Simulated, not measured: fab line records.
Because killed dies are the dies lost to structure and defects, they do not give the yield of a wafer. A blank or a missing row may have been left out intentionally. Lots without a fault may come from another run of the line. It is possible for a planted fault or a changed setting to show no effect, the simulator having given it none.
Matching of chambers ; flow n5 finfet ; rie diel-01 running N5_HKMG_FIN_STRIP_92: 4 sister chambers
The step strips SOC in N2/H2, time 20 s. 8 wafers are shown with their chamber, then 10 later ones without.

== WAFERS, EACH WITH ITS CHAMBER ==
wafer;chamber;drypump motor current A (A);showerhead plenum p Torr (Torr)
L076.6;1;5.8;3.16
L083.5;3;6.6;3.45
L083.6;2;5.2;3.58
L085.3;0;6.3;3.52
L085.5;2;5.2;3.58
L085.6;3;6.6;3.45
L088.1;1;5.7;3.15
L088.4;0;6.3;3.51

== WAFERS MISSING THEIR CHAMBER ==
wafer;drypump motor current A (A);showerhead plenum p Torr (Torr)
L088.5;6.4;3.51
L092.3;5.8;3.15
L092.4;5.8;3.15
L092.6;6.3;3.51
L093.3;6.3;3.50
L093.4;5.3;3.57
L093.6;5.8;3.15
L095.2;6.3;3.50
L095.4;6.3;3.50
L095.6;5.2;3.57

== CHAMBER TAKEN BY EACH ==
wafer;from the rows above;in truth
L088.5;0;0
L092.3;1;1
L092.4;1;1
L092.6;0;0
L093.3;0;0
L093.4;2;2
L093.6;1;1
L095.2;0;0
L095.4;0;0
L095.6;2;2
Placed correctly: 10 of 10. Can't be placed from these rows: 0. Placed wrongly: 0.
How it was worked out, from the rows above alone: a wafer's distance from a chamber is the root of the sum, over the readings, of the square of ((its reading less the chamber's mean) divided by the reading's scatter). The wafer belongs to the nearest chamber; if the next one is less than 2 further off, it can't be placed. For every chamber, the mean is computed from those of its wafers that are shown. The scatter: take each reading less its chamber's mean, square it, sum over the shown wafers, divide by the number of wafers less the number of chambers, and take the root.
